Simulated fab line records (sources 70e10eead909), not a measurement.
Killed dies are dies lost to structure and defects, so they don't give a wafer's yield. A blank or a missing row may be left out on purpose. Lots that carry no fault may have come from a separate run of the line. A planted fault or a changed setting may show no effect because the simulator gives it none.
One fault seen from 3 desks || flow nand harc || each desk holds nothing but its own numbers, with what lay behind them at the end

## AT THE TOOL OWNER'S DESK: litho track-01
At NHARC_P_GATE_SOFTBAKE_21 (time 55 s), the tool's own readings, given per lot that ran on this tool as the mean of the sampled wafers with a number. A lot is out of limits, marked OUT, if its mean lies more than 4 standard deviations from the usual mean; the brackets give that distance.
Columns: A = chill plate temp C at NHARC_P_GATE_SOFTBAKE_21, usual 23.02 C; B = heater power total W at NHARC_P_GATE_SOFTBAKE_21, usual 188.46 W
{"lot": "L730", "first seen here": "day 5 09:00", "A": 23.08, "B": 188.60}
{"lot": "L742", "first seen here": "day 10 10:00", "A": 23.02, "B": "213.98 (+99 or more) OUT"}
{"lot": "L743", "first seen here": "day 11 01:00", "A": 22.79, "B": "213.85 (+99 or more) OUT"}
This desk's finding: out of limits on L742, L743; first on L742, day 10 10:00 (heater power total W at NHARC_P_GATE_SOFTBAKE_21). L730: within limits.

## THE DEFECT DESK
For each lot, the counts of the inspections along the route, averaged over the sampled wafers that have a number. A lot is out of limits, marked OUT, if its mean lies more than 4 standard deviations from the usual mean; the brackets give that distance.
Columns: A = raw defect count at NHARC_P_GATE_INSPECT_28, usual 6
{"lot": "L730", "first seen here": "day 5 10:01", "A": 7}
{"lot": "L731", "first seen here": "day 5 17:01", "A": 15}
{"lot": "L742", "first seen here": "day 10 10:42", "A": 7}
{"lot": "L743", "first seen here": "day 11 02:07", "A": 4}
{"lot": "L748", "first seen here": "day 13 06:05", "A": 5}
{"lot": "L750", "first seen here": "day 13 16:40", "A": 8}
Result from this desk: across the 6 lots, nothing is out of limits.

## METROLOGY DESK
What the gauges read, lot by lot, whatever tool the lot ran on: means of the sampled wafers that have a number. A lot is out of limits, marked OUT, if its mean lies more than 4 standard deviations from the usual mean; the brackets give that distance.
Columns: A = cd nm at NHARC_P_GATE_CD_MEAS_26, usual 120.0 nm; B = overlay x nm at NHARC_P_GATE_OVL_MEAS_27, usual 0.0 nm; C = overlay y nm at NHARC_P_GATE_OVL_MEAS_27, usual 0.2 nm
{"lot": "L730", "first seen here": "day 5 09:53", "A": 120.0, "B": 1.4, "C": 1.2}
{"lot": "L731", "first seen here": "day 5 16:53", "A": 120.0, "B": -0.9, "C": 0.7}
{"lot": "L742", "first seen here": "day 10 10:34", "A": 121.4, "B": 0.1, "C": -0.2}
{"lot": "L743", "first seen here": "day 11 01:59", "A": 121.1, "B": -0.9, "C": -0.9}
{"lot": "L748", "first seen here": "day 13 05:58", "A": 119.2, "B": -0.8, "C": -0.8}
{"lot": "L750", "first seen here": "day 13 16:32", "A": 120.2, "B": 0.2, "C": 0.2}
Result from this desk: across the 6 lots, nothing is out of limits.

## ALL TOGETHER
On L742, L743, at day 10 10:00, an alarm was possible from the tool owner's desk.
No out-of-limits result turned up at the defect desk.
Nothing out of limits was seen by the metrology desk.
The defect desk has L742, L743 on record, within its limits.
The metrology desk has L742, L743 on record, within its limits.
All the named lots went through NHARC_P_GATE_SOFTBAKE_21 on litho track-01.

## WHAT WAS PUT IN BY THE SIMULATOR
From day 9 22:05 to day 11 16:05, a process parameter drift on litho track-01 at NHARC_P_GATE_SOFTBAKE_21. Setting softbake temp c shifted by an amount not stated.
Shown lots that were struck: L742, L743.
Delay in hours, fault start to first out-of-limits reading, by desk: the tool owner's desk at 12.
